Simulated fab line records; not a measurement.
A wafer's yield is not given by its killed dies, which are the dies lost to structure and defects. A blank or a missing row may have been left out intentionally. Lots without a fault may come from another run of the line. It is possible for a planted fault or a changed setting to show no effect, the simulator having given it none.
Chamber matching + flow n5_finfet + N5_FIN_CUT_ETCH_30 on rie_diel-04: 4 sister chambers
The step etches underlayer in N2/H2, target depth 13 nm, time 10.4 s. 4 wafers are shown with their chamber, then 7 later ones without.

## WAFERS, EACH WITH ITS CHAMBER
| wafer  | chamber | drypump_motor_current_A (A) |
|--------|---------|-----------------------------|
| L083.5 | 3       | 5.0                         |
| L083.6 | 0       | 6.2                         |
| L086.1 | 2       | 6.5                         |
| L086.5 | 1       | 5.6                         |

## WAFERS WHOSE CHAMBER IS MISSING
| wafer  | drypump_motor_current_A (A) |
|--------|-----------------------------|
| L086.6 | 6.1                         |
| L093.1 | 5.0                         |
| L093.4 | 5.5                         |
| L093.5 | 6.5                         |
| L095.2 | 5.6                         |
| L095.3 | 6.6                         |
| L095.4 | 5.0                         |

## WHICH CHAMBER EACH ONE RAN IN
| wafer  | from the rows above | in truth |
|--------|---------------------|----------|
| L086.6 | 0                   | 0        |
| L093.1 | 3                   | 3        |
| L093.4 | 1                   | 1        |
| L093.5 | 2                   | 2        |
| L095.2 | 1                   | 1        |
| L095.3 | 2                   | 2        |
| L095.4 | 3                   | 3        |
Placed correctly: 7 of 7. Can't be placed from these rows: 0. 0 placed wrongly.
How it was worked out, from the rows above alone: a wafer's distance from a chamber is the root of the sum, over the readings, of the square of ((its reading less the chamber's mean) divided by the reading's scatter). If the next closest chamber is less than 2 further off than the closest, the wafer can't be placed; otherwise it belongs to the closest. A chamber's mean is the mean of its shown wafers. The scatter: with one shown wafer a chamber, the root of the mean of the squares of how far each hidden wafer lies from its nearest shown one.
